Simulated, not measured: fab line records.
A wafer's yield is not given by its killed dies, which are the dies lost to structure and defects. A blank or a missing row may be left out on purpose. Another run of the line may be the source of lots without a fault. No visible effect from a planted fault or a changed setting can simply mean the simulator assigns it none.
fab line records	flow n5Finfet
record lots=5	wafers=15	lastDay=17
route steps=1938 shown BEOL_M15@1779 PASSIVATION@1936
lots untouched by any fault: they come from a run of this same line in which no faults occurred
startH: start of the lot's first displayed wafer, in hours after the record's first day	waitH: hours from the lot's prior step to this one	" as in the row above	L1.1+2: one row covering several wafers at once	- no value, or no start was given	* or withheld: withheld	< > ~ a bound
route shown NAME@n: NAME is a module with steps in the file, n the number in the route of the first one	usual: mean and standard deviation over wafers with no fault	same: alike in all rows	chamber/n: place in a boat	sites: readings site by site	_std_site: the values' standard deviation	_edge_site: mean of outer sites minus mean of inner sites	radiusMm: how far each site lies from the wafer's centre	mask NAME#n: copy n	behind: the tool/chamber that last shaped the wafer	hold: what put the lot on hold/how long, in hours/how the hold closed	device: the transistor (n, p or np) that didn't switch	end of line: tests of these same wafers at the route's end	for a step that has no rows: nothing shown but its recipe	killed: dies that structure and defects cost at the first sort, which is not the same as the wafer's yield	map: a wafer's dies, marking killed ones x, the rest . and places with no die _
set.NAME: the run value of the setting; set.NAME@STEP: its run value at that earlier step	model.NAME: the simulator's own value behind a step, which no gauge read
lots at some steps of the route; a table a step, a row a wafer
services: the hour from which a tool's chamber was out of use, counted from the record's first day as startH (under 0 if before that day), plus the number of hours and why
## steps
# step N5_BEOL_M15_EXPOSE_07
# recipe maskId=V14	na=0.8	sourceShape=annular	sigmaInner=0.5	sigmaOuter=0.8	polarization=unpolarized	attpsmPhaseDeg=180	doseMj=41.25
# step N5_BEOL_M15_PEB_08
# recipe pebTempC=130	pebTimeS=90
# step N5_BEOL_M15_DEVELOP_09
# recipe developTimeS=45	rinseLiquid=diw	dry=airSpin	devTempC=21
# step N5_BEOL_M15_HARDBAKE_14
# recipe tempC=130	timeS=120
# step N5_BEOL_M15_CD_MEAS_10
# recipe targetCdNm=360	landingEnergyEv=500	detector=seInlens	polarity=opening
# usual cdNm=360.9/1.8
lot.wafer	tool	chamber	startH	waitH	cdNm
L672.3	cdSem-02	0	254.37	-	363.2
L672.5	"	0	"	"	362.4
L672.6	"	0	"	"	361.3
L677.2	cdSem-01	0	292.60	-	362.4
L677.5	"	0	"	"	362.6
L677.6	"	0	"	"	361.1
L679.2	cdSem-02	0	302.46	-	357.5
L679.3	"	0	"	"	358.2
L679.4	"	0	"	"	359.1
L688.2	cdSem-03	0	351.52	-	362.3
L688.3	"	0	"	"	362.3
L688.5	"	0	"	"	362.1
L694.2	cdSem-01	0	391.90	-	362.7
L694.4	"	0	"	"	365.0
L694.6	"	0	"	"	363.0
# step N5_BEOL_M15_OVL_MEAS_11
# recipe pointsPerWafer=44
# usual V14_OVL=2/4.8
lot.wafer	tool	chamber	startH	waitH	V14_OVL[nm]
L672.3	overlay-02	0	254.40	0.0	-3
L672.5	"	0	"	"	-8
L672.6	"	0	"	"	0
L677.2	overlay-01	0	292.63	0.0	-2
L677.5	"	0	"	"	-2
L677.6	"	0	"	"	-5
L679.2	overlay-01	0	302.48	0.0	1
L679.3	"	0	"	"	9
L679.4	"	0	"	"	9
L688.2	overlay-02	0	351.55	0.0	4
L688.3	"	0	"	"	-1
L688.5	"	0	"	"	13
L694.2	overlay-01	0	391.93	0.0	-1
L694.4	"	0	"	"	7
L694.6	"	0	"	"	1
# step N5_BEOL_M15_INSPECT_12
# recipe mode=adi	inspectInstrument=macro
# usual rawDefectCount=2.1/1.4
lot.wafer	tool	chamber	startH	waitH	rawDefectCount
L672.3	defectInspect-02	-	254.42	0.0	4
L672.5	"	-	"	"	4
L672.6	"	-	"	"	2
L677.2	defectInspect-01	-	292.66	0.0	2
L677.5	"	-	"	"	1
L677.6	"	-	"	"	2
L679.2	defectInspect-02	-	302.51	0.0	3
L679.3	"	-	"	"	2
L679.4	"	-	"	"	1
L688.2	defectInspect-01	-	351.57	0.0	4
L688.3	"	-	"	"	1
L688.5	"	-	"	"	1
L694.2	defectInspect-01	-	391.95	0.0	4
L694.4	"	-	"	"	2
L694.6	"	-	"	"	3
# step N5_BEOL_M15_DESCUM_15
# recipe chemistry=O2	timeS=7.9	sourcePowerW=50	biasPowerW=20	pressureMtorr=20	rfFrequencyHz=2.712e+07	tempC=40	o2FlowSccm=225
# usual drypumpMotorCurrentA=5.6/0.48	o2FlowSccm=224.9/0.67	oesProductAu=0.75/0.065	rfVppV=243.3/1.7	showerheadPlenumPTorr=2.10/0.094	throttleValvePct=20.55/0.25
lot.wafer	tool	chamber	startH	waitH	drypumpMotorCurrentA	o2FlowSccm	oesProductAu	rfHoursCounterH	rfVppV	showerheadPlenumPTorr	throttleValvePct
L672.3	rieDiel-02	3	254.45	0.0	5.6	223.9	0.82	76	245.7	2.19	20.30
L672.5	"	2	"	"	6.1	224.7	0.77	-	240.9	1.93	20.81
L672.6	"	3	"	"	5.6	224.8	0.81	-	244.0	2.19	20.30
L677.2	rieDiel-02	2	292.70	0.0	6.1	225.1	0.75	144	241.0	1.93	20.84
L677.5	"	0	"	"	5.3	225.7	0.71	-	243.7	2.06	20.61
L677.6	"	1	"	"	4.9	225.1	0.67	-	242.8	1.97	20.14
L679.2	rieDiel-01	3	302.83	0.3	5.2	223.2	0.73	191	242.1	2.07	20.67
L679.3	"	0	"	"	6.2	226.4	0.68	223	244.6	2.16	20.63
L679.4	"	2	"	"	4.8	224.5	0.87	53	244.7	2.21	20.35
L688.2	rieDiel-03	3	351.60	0.0	5.8	225.8	0.72	157	244.6	2.17	20.58
L688.3	"	2	"	"	6.4	224.4	0.71	211	247.0	2.15	20.25
L688.5	"	3	"	"	5.8	223.2	0.72	-	244.1	2.17	20.57
L694.2	rieDiel-02	2	391.99	0.0	6.0	225.5	0.73	179	239.1	1.91	20.87
L694.4	"	1	"	"	4.9	224.3	0.98	8	244.9	2.23	19.84
L694.6	"	2	"	"	6.1	225.9	0.73	-	240.9	1.92	20.91
# step N5_BEOL_M15_ETCH_59
# recipe chemistry=N2/H2	target=BARC	targetDepthA=890	overetchA=267	timeS=67.9	ionEnergyEv=200	pressureMtorr=30	sourceW=840	biasW=150	n2FlowSccm=200	h2FlowSccm=200
# step N5_BEOL_M15_VIA_ETCH_16
# recipe chemistry=C4F8/O2/Ar	target=SiO2	heInnerTorr=15	heOuterTorr=30	targetDepthA=17922	timeS=withheld	ionEnergyEv=800	pressureMtorr=20	sourceW=1905	biasW=2040	Ar_flow_sccm=400	C4F8_flow_sccm=16	O2_flow_sccm=12	ends=cleared
# usual biasW=2040/5.6	drypumpMotorCurrentA=5.6/0.48	oes_f_703_au=0.74/0.063	oesProductAu=0.67/0.059	rfVppV=2217/37	showerheadPlenumPTorr=3.46/0.14	throttleValvePct=31.06/0.24
lot.wafer	tool	chamber	startH	waitH	biasW	drypumpMotorCurrentA	oes_f_703_au	oesProductAu	rfVppV	showerheadPlenumPTorr	throttleValvePct
L672.3	rieDiel-02	3	254.54	0.0	2037	5.6	0.83	0.75	2223	3.63	31.02
L672.5	"	2	"	"	2045	6.1	0.76	0.68	2207	3.19	31.31
L672.6	"	3	"	"	2043	5.6	0.83	0.75	2223	3.63	31.03
L677.2	rieDiel-02	2	292.78	0.0	2042	6.1	0.75	0.68	2207	3.18	31.33
L677.5	"	0	"	"	2033	5.3	0.71	0.64	2217	3.43	31.31
L677.6	"	1	"	"	2044	4.9	0.70	0.61	2220	3.28	30.61
L679.2	rieDiel-01	3	302.91	0.0	2039	5.2	0.75	0.67	2193	3.44	31.30
L679.3	"	0	"	"	2045	6.2	0.69	0.62	2216	3.52	30.89
L679.4	"	2	"	"	2034	4.8	0.87	0.78	2198	3.62	30.92
L688.2	rieDiel-03	3	351.69	0.0	2038	5.9	0.72	0.65	2269	3.56	30.97
L688.3	"	2	"	"	2050	6.4	0.69	0.64	2274	3.54	30.73
L688.5	"	3	"	"	2038	5.9	0.71	0.65	2270	3.56	30.98
L694.2	rieDiel-02	2	392.07	0.0	2034	6.1	0.72	0.65	2206	3.17	31.34
L694.4	"	1	"	"	2047	4.9	0.96	0.87	2256	3.67	30.55
L694.6	"	2	"	"	2033	6.1	0.72	0.65	2205	3.17	31.37
# step N5_BEOL_M15_STRIP_63
# recipe chemistry=O2	powerW=600	tempC=60	pressureMtorr=30	rfFrequencyHz=6e+07	biasPowerW=0	overashFraction=0.3	o2FlowSccm=225
# usual drypumpMotorCurrentA=5.6/0.48	o2FlowSccm=225.1/0.68	oesProductAu=0.74/0.063	rfVppV=3.7/0.76	showerheadPlenumPTorr=2.10/0.094	throttleValvePct=16.81/0.24
lot.wafer	tool	chamber	startH	waitH	drypumpMotorCurrentA	o2FlowSccm	oesProductAu	rfHoursCounterH	rfVppV	showerheadPlenumPTorr	throttleValvePct
L672.3	rieDiel-02	3	-	-	5.6	225.9	0.80	77	2.7	2.19	16.52
L672.5	"	2	"	"	6.0	224.1	0.76	-	2.8	1.93	16.99
L672.6	"	3	"	"	5.6	224.9	0.82	-	6.3	2.19	16.56
L677.2	rieDiel-02	2	-	-	6.0	224.4	0.75	144	4.5	1.93	17.03
L677.5	"	0	"	"	5.3	223.9	0.70	-	3.1	2.07	16.93
L677.6	"	1	"	"	4.9	224.1	0.67	-	4.1	1.98	16.45
L679.2	rieDiel-01	3	-	-	5.2	225.2	0.74	191	4.2	2.08	16.93
L679.3	"	0	"	"	6.2	224.8	0.68	223	2.7	2.16	16.89
L679.4	"	2	"	"	4.8	224.8	0.87	53	3.6	2.21	16.56
L688.2	rieDiel-03	3	-	-	5.8	224.7	0.73	157	4.1	2.18	16.80
L688.3	"	2	"	"	6.4	226.5	0.70	211	3.5	2.15	16.56
L688.5	"	3	"	"	5.8	224.7	0.73	-	4.3	2.18	16.82
L694.2	rieDiel-02	2	-	-	6.1	225.5	0.73	179	4.6	1.92	17.09
L694.4	"	1	"	"	4.9	225.7	0.96	8	4.6	2.23	16.07
L694.6	"	2	"	"	6.1	225.9	0.73	-	3.7	1.92	17.13
# step N5_BEOL_M15_STRIP_64
# recipe chemistry=O2	powerW=600	tempC=60	pressureMtorr=30	rfFrequencyHz=6e+07	biasPowerW=0	overashFraction=0.3	o2FlowSccm=225
# usual drypumpMotorCurrentA=5.6/0.48	o2FlowSccm=224.9/0.77	oesProductAu=0.74/0.063	rfVppV=3.7/0.53	showerheadPlenumPTorr=2.10/0.094	throttleValvePct=16.81/0.24
lot.wafer	tool	chamber	startH	waitH	drypumpMotorCurrentA	o2FlowSccm	oesProductAu	rfHoursCounterH	rfVppV	showerheadPlenumPTorr	throttleValvePct
L672.3	rieDiel-02	3	-	-	5.6	223.5	0.83	77	3.7	2.19	16.55
L672.5	"	2	"	"	6.1	224.5	0.77	-	3.7	1.93	17.02
L672.6	"	3	"	"	5.6	225.5	0.82	-	4.1	2.19	16.54
L677.2	rieDiel-02	2	-	-	6.1	224.3	0.76	144	4.0	1.93	17.04
L677.5	"	0	"	"	5.3	224.3	0.71	-	3.2	2.06	16.89
L677.6	"	1	"	"	4.9	225.6	0.68	-	3.6	1.98	16.46
L679.2	rieDiel-01	3	-	-	5.2	224.1	0.75	191	3.8	2.08	16.93
L679.3	"	0	"	"	6.2	225.4	0.68	223	3.8	2.16	16.91
L679.4	"	2	"	"	4.8	224.8	0.87	53	3.7	2.21	16.57
L688.2	rieDiel-03	3	-	-	5.9	224.7	0.73	157	3.0	2.18	16.78
L688.3	"	2	"	"	6.5	224.1	0.71	211	3.5	2.15	16.57
L688.5	"	3	"	"	5.8	225.4	0.73	-	2.7	2.18	16.80
L694.2	rieDiel-02	2	-	-	6.1	225.1	0.73	179	2.8	1.92	17.10
L694.4	"	1	"	"	4.9	225.0	0.97	8	3.4	2.23	16.07
L694.6	"	2	"	"	6.1	225.8	0.72	-	3.4	1.92	17.12
# step N5_BEOL_M15_STRIP_65
# recipe chemistry=postEtchResidueRemover	timeS=60	tempC=25	removerPh=withheld	removerWaterWtPct=withheld	removerFluorideWtPct=withheld
lot.wafer	tool	chamber	startH	waitH
L672.3+5+6	wetBench-03	5,1,0	254.89	-
L677.2+5+6	wetBench-03	0,3,2	293.13	-
L679.2+3+4	wetBench-03	5,1,2	303.26	-
L688.2+3+5	wetBench-06	7,1,2	352.04	-
L694.2+4+6	wetBench-03	1,2,7	392.42	-
# step N5_BEOL_M15_SRD_66
# recipe timeS=30	tempC=23	rinseLiquid=diw	dry=n2Spin	spinRpm=1500	dryTimeS=30
# step N5_BEOL_M15_CD_MEAS_17
# recipe targetCdNm=360	polarity=opening
# usual cdNm=362.3/2.2
lot.wafer	tool	chamber	startH	waitH	cdNm
L672.3	cdSem-01	-	254.95	0.0	363.8
L672.5	"	-	"	"	364.0
L672.6	"	-	"	"	363.0
L677.2	cdSem-01	-	293.20	0.0	365.0
L677.5	"	-	"	"	361.9
L677.6	"	-	"	"	363.1
L679.2	cdSem-02	-	303.32	0.0	359.2
L679.3	"	-	"	"	361.7
L679.4	"	-	"	"	362.3
L688.2	cdSem-01	-	352.11	0.0	362.5
L688.3	"	-	"	"	360.9
L688.5	"	-	"	"	360.3
L694.2	cdSem-01	-	392.48	0.0	362.9
L694.4	"	-	"	"	365.7
L694.6	"	-	"	"	363.5
# step N5_BEOL_M15_COAT_56
# recipe resist=SOC	tempC=250	timeS=60	spinRpm=1500	resistThkNm=550
# step N5_BEOL_M15_ETCH_57
# recipe chemistry=N2/H2	target=SOC	sourceW=3000	biasW=350	timeS=750	ionEnergyEv=200	pressureMtorr=30	n2FlowSccm=200	h2FlowSccm=200
# usual biasW=350.0/1.1	drypumpMotorCurrentA=5.6/0.51	oesProductAu=0.76/0.071	rfVppV=525.2/2.9	showerheadPlenumPTorr=2.59/0.11	throttleValvePct=17.93/0.23
lot.wafer	tool	chamber	startH	waitH	biasW	drypumpMotorCurrentA	oesProductAu	rfHoursCounterH	rfVppV	showerheadPlenumPTorr	throttleValvePct
L672.3	rieDiel-02	3	255.05	-	349.2	5.6	0.83	77	527.7	2.66	17.60
L672.5	"	3	"	"	350.5	5.6	0.82	-	528.3	2.66	17.61
L672.6	"	0	"	"	349.3	5.3	0.71	-	523.7	2.54	18.21
L677.2	rieDiel-03	0	293.30	-	350.3	5.3	0.72	209	522.7	2.51	18.00
L677.5	"	2	"	"	349.7	6.5	0.72	-	526.2	2.64	17.73
L677.6	"	3	"	"	350.6	5.9	0.74	-	526.3	2.66	17.91
L679.2	rieDiel-01	1	303.42	-	351.4	5.9	0.82	74	526.9	2.70	18.10
L679.3	"	3	"	"	347.5	5.2	0.73	191	524.9	2.52	18.06
L679.4	"	2	"	"	348.6	4.8	0.88	53	528.3	2.69	17.72
L688.2	rieDiel-03	0	352.81	-	348.4	5.3	0.70	232	523.7	2.50	18.04
L688.3	"	2	"	"	348.4	6.5	0.70	211	527.3	2.63	17.76
L688.5	"	2	"	"	349.5	6.5	0.69	-	525.9	2.63	17.76
L694.2	rieDiel-02	0	392.58	-	349.5	5.3	0.67	239	523.2	2.52	18.28
L694.4	"	2	"	"	351.3	6.1	0.72	179	516.4	2.31	18.11
L694.6	"	2	"	"	349.2	6.1	0.72	-	517.6	2.31	18.10
# step N5_BEOL_M15_COAT_60
# recipe resist=BARC	tempC=205	timeS=60	spinRpm=1500	resistThkNm=89
# step N5_BEOL_M15_COAT_22
# recipe spinRpm=1704	resistThkNm=800
# step N5_BEOL_M15_EBR_24
# recipe solvent=PGMEA	ebrWidthMm=1.5
# step N5_BEOL_M15_SOFTBAKE_23
# recipe tempC=130	timeS=60
# step N5_BEOL_M15_EXPOSE_25
# recipe maskId=M15	na=0.8	sourceShape=annular	sigmaInner=0.5	sigmaOuter=0.8	polarization=unpolarized	targetCdNm=400	doseMj=35.5
# step N5_BEOL_M15_PEB_26
# recipe pebTempC=130	pebTimeS=90
# step N5_BEOL_M15_DEVELOP_27
# recipe developTimeS=45	rinseLiquid=diw	dry=airSpin	devTempC=21
# step N5_BEOL_M15_HARDBAKE_32
# recipe tempC=130	timeS=120
# step N5_BEOL_M15_CD_MEAS_28
# recipe targetCdNm=407.6	landingEnergyEv=500	detector=seInlens
# usual cdNm=406.9/2
lot.wafer	tool	chamber	startH	waitH	cdNm
L672.3	cdSem-01	0	255.83	-	409.0
L672.5	"	0	"	"	407.1
L672.6	"	0	"	"	408.2
L677.2	cdSem-03	0	294.19	-	404.2
L677.5	"	0	"	"	406.1
L677.6	"	0	"	"	404.3
L679.2	cdSem-02	0	304.20	-	408.1
L679.3	"	0	"	"	408.5
L679.4	"	0	"	"	407.5
L688.2	cdSem-01	0	353.59	-	406.8
L688.3	"	0	"	"	405.6
L688.5	"	0	"	"	405.8
L694.2	cdSem-03	0	393.36	-	407.1
L694.4	"	0	"	"	404.9
L694.6	"	0	"	"	403.7
# step N5_BEOL_M15_OVL_MEAS_29
# recipe pointsPerWafer=44
# usual M15_OVL=-3/6.6
lot.wafer	tool	chamber	startH	waitH	M15_OVL[nm]
L672.3	overlay-02	0	255.86	0.0	-4
L672.5	"	0	"	"	-13
L672.6	"	0	"	"	-14
L677.2	overlay-01	0	294.22	0.0	-5
L677.5	"	0	"	"	-8
L677.6	"	0	"	"	-11
L679.2	overlay-02	0	304.23	0.0	3
L679.3	"	0	"	"	-6
L679.4	"	0	"	"	-9
L688.2	overlay-01	0	353.62	0.0	0
L688.3	"	0	"	"	11
L688.5	"	0	"	"	9
L694.2	overlay-02	0	393.39	0.0	7
L694.4	"	0	"	"	9
L694.6	"	0	"	"	6
# step N5_BEOL_M15_INSPECT_30
# recipe mode=adi	inspectInstrument=macro
# usual rawDefectCount=2.2/1.5
lot.wafer	tool	chamber	startH	waitH	rawDefectCount
L672.3	defectInspect-02	-	255.88	0.0	0
L672.5	"	-	"	"	5
L672.6	"	-	"	"	4
L677.2	defectInspect-02	-	294.25	0.0	3
L677.5	"	-	"	"	0
L677.6	"	-	"	"	2
L679.2	defectInspect-02	-	304.25	0.0	1
L679.3	"	-	"	"	3
L679.4	"	-	"	"	249
L688.2	defectInspect-02	-	353.64	0.0	4
L688.3	"	-	"	"	1
L688.5	"	-	"	"	3
L694.2	defectInspect-02	-	393.41	0.0	1
L694.4	"	-	"	"	3
L694.6	"	-	"	"	2
# step N5_BEOL_M15_DESCUM_33
# recipe chemistry=O2	timeS=7.9	sourcePowerW=50	biasPowerW=20	pressureMtorr=20	rfFrequencyHz=2.712e+07	tempC=40	o2FlowSccm=225
# step N5_PASSIVATION_PROBE_49
# usual defectLimitedYield=91.6/1.2	killed_at_M0_to_M3=33/9.4	killed_at_M4_up=13/5.2	killedAtContacts=13/5.6	killedAtFrontEnd=37/9.5	killedAtOther=4/3.1	killedDies=99/15	killedOnRim=13/3.6	killedOpen=65/11	killedShort=32/7.5	sort_bin_5_function=4.9/0.77	sort_bin_6_memory=3.1/0.65	sortNPass=1081/15	sortYieldPct=91.6/1.2
# same grossDies=1180	killedAtBackSide=0	sort_bin_4_leakage[%]=0	sort_bin_8_speed[%]=0
lot.wafer	tool	chamber	startH	waitH	defectLimitedYield[%]	killed_at_M0_to_M3	killed_at_M4_up	killedAtContacts	killedAtFrontEnd	killedAtOther	killedDies	killedOnRim	killedOpen	killedShort	sort_bin_5_function[%]	sort_bin_6_memory[%]	sortNPass	sortYieldPct[%]
L679.2	prober-02	-	323.84	0.1	92.4	24	5	15	37	9	90	6	54	35	4.7	2.4	1090	92.4
L679.3	prober-02	-	323.89	0.1	91.4	41	11	13	30	6	101	19	59	42	4.5	3.6	1079	91.4
L679.4	prober-02	-	323.94	0.2	87.6	30	67	0	42	7	146	27	55	35	7.5	3.4	1034	87.6
# killed by level:class
L679.2 FIN_SAQP:geometricParticle:short=13 MOL_CONTACT_COAG:geometricParticle:open=12 FIN_SAQP:geometricParticle:open=8 BEOL_M1:geometricParticle:open=8 BEOL_M0_SAQP:geometricParticle:short=4 BEOL_M3:geometricParticle:open=4 STARTING-WAFER:geometricParticle:short=4 BEOL_M4:geometricParticle:open=3
L679.3 MOL_CONTACT_COAG:geometricParticle:open=11 BEOL_M0_SAQP:geometricParticle:short=10 FIN_SAQP:geometricParticle:short=9 BEOL_M1:geometricParticle:short=9 FIN_SAQP:geometricParticle:open=8 BEOL_M0:geometricParticle:open=7 BEOL_M3:geometricParticle:open=6 STI_FIN_REVEAL:geometricParticle:open=4
L679.4 BEOL_M15:unspecified=55 FIN_SAQP:geometricParticle:short=12 FIN_SAQP:geometricParticle:open=10 BEOL_M1:geometricParticle:open=9 STI_FIN_REVEAL:geometricParticle:open=7 BEOL_M0_SAQP:geometricParticle:open=6 BEOL_M3:geometricParticle:open=6 BEOL_M4:geometricParticle:open=5
# map L679.4 (x killed, . not)
_________________xxxxxxxxxxx.________________
______________...xxxxxxxxxx.xx.._____________
___________.....x.xxxxxxxx.x.......__________
__________..x....x.xxxxxxxxx..x....._________
________...........xx..xxxx..........._______
_______x........x.xxxxx..x.............______
______........x....x.x..x..........x...._____
_____..................x........x.....x..____
____..x................x.......x..........___
___x.............x.........................__
___..x...............x............x....x..x__
__..xx...x.........................x........_
__x.......x..........x..............x......._
_............x.............................xx
_.x.......x..............................x...
_.............x.x.......x.x.......x......x...
_..x....................................x....
_.x......x.............x.x........x........xx
_......x.....................................
_.....x...x..................x....x..x...x...
_............x................x.x...........x
__...................x..................x..._
__..................................x......._
___............xx......x...........xx......__
___.............................x.......x.x__
____.......x.......x......................___
_____.................x...........x...x..____
______........................xxx......._____
_______.........................x......______
________..x..........................._______
__________.....x..........x........._________
___________..x.........xx..x.......__________
______________.................._____________
_________________.x...x......________________
# map L672.6 (x killed, . not)
_________________......x.....________________
______________.....x..........x._____________
___________........x...............__________
__________..........x..............._________
________x.....x......xxx...........xx._______
_______.................x.x..x.........______
______......x.......x.........x......x.._____
_____...xx.....x.........x.x..x..........____
____......x..xx............x....x.........___
___..........xx.....x...............x......__
___..................x........x............__
__....x.....xx.......x......x..............._
__......x.................xx................_
_.x.........x.........x......x...............
_..................xx..x.....x...xx..........
_........................x.....x..........x..
_.........x.x...........x.............x.....x
_x...............x..x...................x....
_............x.....xx.....x...x..............
_...x...x......x..........x..x....x..........
_......................................x.....
__.........x.....x...x...............x......_
__........x...............................x._
___........................................__
___x.....x.....x...xx.x.x..................__
____....x...x.........x....x..............___
_____...xx.....................x.........____
______........x.......................xx_____
_______........................x.....x.______
________x....x....x.....x........x...._______
__________.......x......x.........x._________
___________.......................x__________
______________.x.x....x........._____________
_________________..x.x.xx....________________
## services
tool	chamber	startH	hours	kind
rieDiel-01	-	250.99	1.8	repair
rieDiel-02	2	286.38	3.2	repair
rieDiel-03	3	322.36	15.4	repair
rieDiel-02	1	334.87	-	clean
rieDiel-02	1	334.87	-	consumableReplace:focusRing
rieDiel-02	1	334.87	-	consumableReplace:showerhead
rieDiel-02	1	334.87	27.6	scheduledDown
rieDiel-02	1	334.87	27.6	ventCycle
rieDiel-03	1	337.77	14.5	repair
rieDiel-01	-	341.60	14.6	pm
rieDiel-03	0	382.92	3.2	repair
wetBench-06	-	388.90	3.7	repair
rieDiel-03	2	389.57	5.6	repair
## key
firstSign step=N5_BEOL_M15_INSPECT_30	reading=rawDefectCount	direction=up	sigmas=99+	usual=2.2	struck=249
effect step=N5_PASSIVATION_PROBE_49	reading=killed_at_M4_up	direction=up	sigmas=10	usual=13	struck=67
moreKillsBornAt N5_BEOL_M15_STRIP_65@wetBench-03=55
metAt N5_BEOL_M15_STRIP_65
struckWafers L679.4
onsetBetween 293.13 303.26
fault kind=chamberParticleSource	tool=wetBench-03	chamber=2	onsetH=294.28	steps=N5_BEOL_M15_STRIP_65	ratePerVisitCm2=0.42463	endH=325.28
